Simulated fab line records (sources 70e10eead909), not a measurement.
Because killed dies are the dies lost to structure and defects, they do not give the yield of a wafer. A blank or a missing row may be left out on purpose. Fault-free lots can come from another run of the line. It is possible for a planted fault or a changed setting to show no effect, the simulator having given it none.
The tool behind it: which one? ; flow nand_harc ; 24 lots with 72 wafers sampled at 3 steps, on a route of 1302 steps

== WHAT THE GAUGES READ, wafer by wafer ==
NHARC_A_SLIT_CD_MEAS_21. Usual: cd_nm 289.7 nm, standard deviation 0.88.
lot;measured;on;cd_nm (nm);flag
L076;day 20 21:10;cd_sem-03;290.5 290.6 290.0;
L075;day 20 17:49;cd_sem-03;287.9 289.0 288.4;
L074;day 20 17:25;cd_sem-03;290.3 287.8 289.7;
L079;day 21 21:05;cd_sem-03;290.0 288.8 290.0;
L077;day 21 17:12;cd_sem-03;288.9 290.5 288.5;
L078;day 22 02:26;cd_sem-03;288.3 289.8 289.1;
L081;day 23 09:12;cd_sem-03;287.3 288.6 288.9;
L080;day 23 08:29;cd_sem-01;290.4 290.3 289.4;
L082;day 23 12:16;cd_sem-03;289.1 289.0 289.2;
L083;day 24 00:36;cd_sem-02;288.9 289.5 290.1;
L086;day 25 02:24;cd_sem-01;290.0 289.7 289.8;
L087;day 25 10:17;cd_sem-03;291.2 289.8 290.6;
L085;day 25 06:43;cd_sem-01;288.6 287.2 288.1;
L084;day 25 14:40;cd_sem-03;290.0 289.9 290.6;
L088;day 26 07:59;cd_sem-02;290.1 290.2 291.1;
L091;day 26 04:18;cd_sem-01;288.7 288.5 288.5;
L089;day 26 04:09;cd_sem-03;289.8 290.8 290.3;
L090;day 26 18:06;cd_sem-01;290.2 290.5 291.6;
L093;day 27 15:37;cd_sem-02;289.0 289.7 289.3;
L092;day 27 13:26;cd_sem-02;290.3 291.5 289.8;
L094;day 28 19:19;cd_sem-02;290.1 289.9 291.0;
L096;day 29 14:46;cd_sem-03;289.4 289.6 290.0;
L095;day 29 14:58;cd_sem-03;289.8 290.1 289.6;
L097;day 29 18:27;cd_sem-02;291.1 289.5 290.0;

== EACH LOT AND THE TOOL THAT RAN IT (in order: tool; ch and the chambers of the sampled wafers; start) ==
lot;NHARC_A_STAIRCASE_DEP_471;NHARC_A_SLIT_ETCH_26
L076;pecvd-02 ch 1,2, day 19 14:22;har_etch-01 ch 0,1, day 20 19:48
L075;pecvd-03 ch 0,1,2, day 19 14:25;har_etch-02 ch 0,1, day 20 16:29
L074;pecvd-03 ch 0,1,2, day 19 14:46;har_etch-01 ch 0,1, day 20 15:55
L079;pecvd-03 ch 1,2, day 20 21:28;har_etch-01 ch 0,1, day 21 19:40
L077;pecvd-04 ch 1,2, day 20 21:34;har_etch-01 ch 0,1, day 21 15:49
L078;pecvd-04 ch 0,1, day 21 01:59;har_etch-02 ch 0,1, day 22 01:07
L081;pecvd-02 ch 0,1,2, day 22 12:59;har_etch-01 ch 0,1, day 23 07:47
L080;pecvd-03 ch 0,1,2, day 22 13:18;har_etch-02 ch 0,1, day 23 07:09
L082;pecvd-04 ch 0,1,2, day 22 13:30;har_etch-02 ch 0,1, day 23 10:52
L083;pecvd-04 ch 0,2, day 23 04:21;har_etch-02 ch 0,1, day 23 23:10
L086;pecvd-04 ch 0,1,2, day 24 06:19;har_etch-01 ch 0,1, day 25 00:59
L087;pecvd-04 ch 0,1, day 24 10:36;har_etch-02 ch 0,1, day 25 08:52
L085;pecvd-03 ch 0,2, day 24 13:08;har_etch-01 ch 0,1, day 25 05:22
L084;pecvd-03 ch 0,2, day 24 16:02;har_etch-01 ch 0, day 25 13:16
L088;pecvd-03 ch 0,1,2, day 25 08:27;har_etch-02 ch 0,1, day 26 06:34
L091;pecvd-04 ch 0,1, day 25 08:42;har_etch-01 ch 0,1, day 26 02:52
L089;pecvd-03 ch 1,2, day 25 11:13;har_etch-02 ch 0,1, day 26 02:44
L090;pecvd-04 ch 0,1, day 25 19:38;har_etch-02 ch 0,1, day 26 16:44
L093;pecvd-04 ch 0,1,2, day 26 14:57;har_etch-01 ch 0,1, day 27 14:15
L092;pecvd-02 ch 0,1,2, day 26 15:07;har_etch-02 ch 0,1, day 27 12:01
L094;pecvd-03 ch 0,1,2, day 27 19:02;har_etch-01 ch 0,1, day 28 17:57
L096;pecvd-03 ch 0,1,2, day 28 14:05;har_etch-02 ch 0,1, day 29 13:16
L095;pecvd-04 ch 0,1,2, day 28 14:18;har_etch-01 ch 0,1, day 29 13:33
L097;pecvd-03 ch 0,1, day 28 16:49;har_etch-02 ch 0,1, day 29 17:05
- NHARC_A_STAIRCASE_DEP_471: deposits SiO2, target thk 100 nm.
- NHARC_A_SLIT_ETCH_26: etches the open film in C4F8/O2/Ar, time 90 s, target depth 400 nm.

== AS READ BY THE TOOLS THEMSELVES (means over the sampled wafers that have a number; for cases with no such wafer, the mark the record gives instead) ==
NHARC_A_STAIRCASE_DEP_471. Usual: heater_power_w 526 W, standard deviation 59; throttle_valve_pct 15.8 %, standard deviation 0.59.
lot;tool;heater_power_w (W);throttle_valve_pct (%);flag
L076;pecvd-02;563;16.2;
L075;pecvd-03;516;15.8;
L074;pecvd-03;445;15.7;
L079;pecvd-03;449;16.1;
L077;pecvd-04;533;15.1;
L078;pecvd-04;632;15.8;
L081;pecvd-02;537;16.0;
L080;pecvd-03;532;15.9;
L082;pecvd-04;545;15.4;
L083;pecvd-04;565;15.4;
L086;pecvd-04;553;15.4;
L087;pecvd-04;574;15.8;
L085;pecvd-03;514;16.0;
L084;pecvd-03;557;16.1;
L088;pecvd-03;468;15.8;
L091;pecvd-04;592;15.9;
L089;pecvd-03;531;16.4;
L090;pecvd-04;558;16.0;
L093;pecvd-04;574;15.6;
L092;pecvd-02;590;16.0;
L094;pecvd-03;512;16.0;
L096;pecvd-03;513;15.9;
L095;pecvd-04;470;15.7;
L097;pecvd-03;547;15.7;

NHARC_A_SLIT_ETCH_26. Usual: drypump_motor_current_A 5.6 A, standard deviation 0.44; showerhead_plenum_p_Torr 3.64 Torr, standard deviation 0.05; throttle_valve_pct 27.619 %, standard deviation 0.0092.
lot;tool;drypump_motor_current_A (A);showerhead_plenum_p_Torr (Torr);throttle_valve_pct (%);flag
L076;har_etch-01;5.5;3.65;27.625;
L075;har_etch-02;5.7;3.72;27.618;
L074;har_etch-01;5.5;3.65;27.615;
L079;har_etch-01;5.3;3.62;27.620;
L077;har_etch-01;5.3;3.62;27.612;
L078;har_etch-02;6.0;3.71;27.628;
L081;har_etch-01;5.5;3.63;27.618;
L080;har_etch-02;5.7;3.70;27.619;
L082;har_etch-02;5.7;3.70;27.623;
L083;har_etch-02;5.7;3.69;27.615;
L086;har_etch-01;5.3;3.60;27.611;
L087;har_etch-02;6.0;3.68;27.621;
L085;har_etch-01;5.5;3.62;27.624;
L084;har_etch-01;5.7;3.64;27.624;
L088;har_etch-02;5.7;3.67;27.624;
L091;har_etch-01;5.5;3.61;27.617;
L089;har_etch-02;6.0;3.67;27.620;
L090;har_etch-02;5.7;3.67;27.618;
L093;har_etch-01;5.5;3.59;27.621;
L092;har_etch-02;5.7;3.66;27.621;
L094;har_etch-01;5.3;3.57;27.614;
L096;har_etch-02;6.0;3.65;27.620;
L095;har_etch-01;5.3;3.56;27.619;
L097;har_etch-02;5.7;3.65;27.619;

== THE ANSWER, worked out from the rows above alone ==
Rule: a lot counts as off when the mean over its wafers that have a number is more than 3 standard deviations away from the usual mean. Also off: a lot with no number at a reading for which 4 or more lots have one. All remaining lots with rows at the step are treated as sound. First the gauges in route order, then the tools' own readings, where a lot's mean is used as printed above. At the first step where some lot is off, the reading lying furthest off is the one used; lots without a number count as furthest.
Across all readings shown, no lot is off: no conclusion can be drawn from this.

== WHAT WAS PUT IN BY THE SIMULATOR ==
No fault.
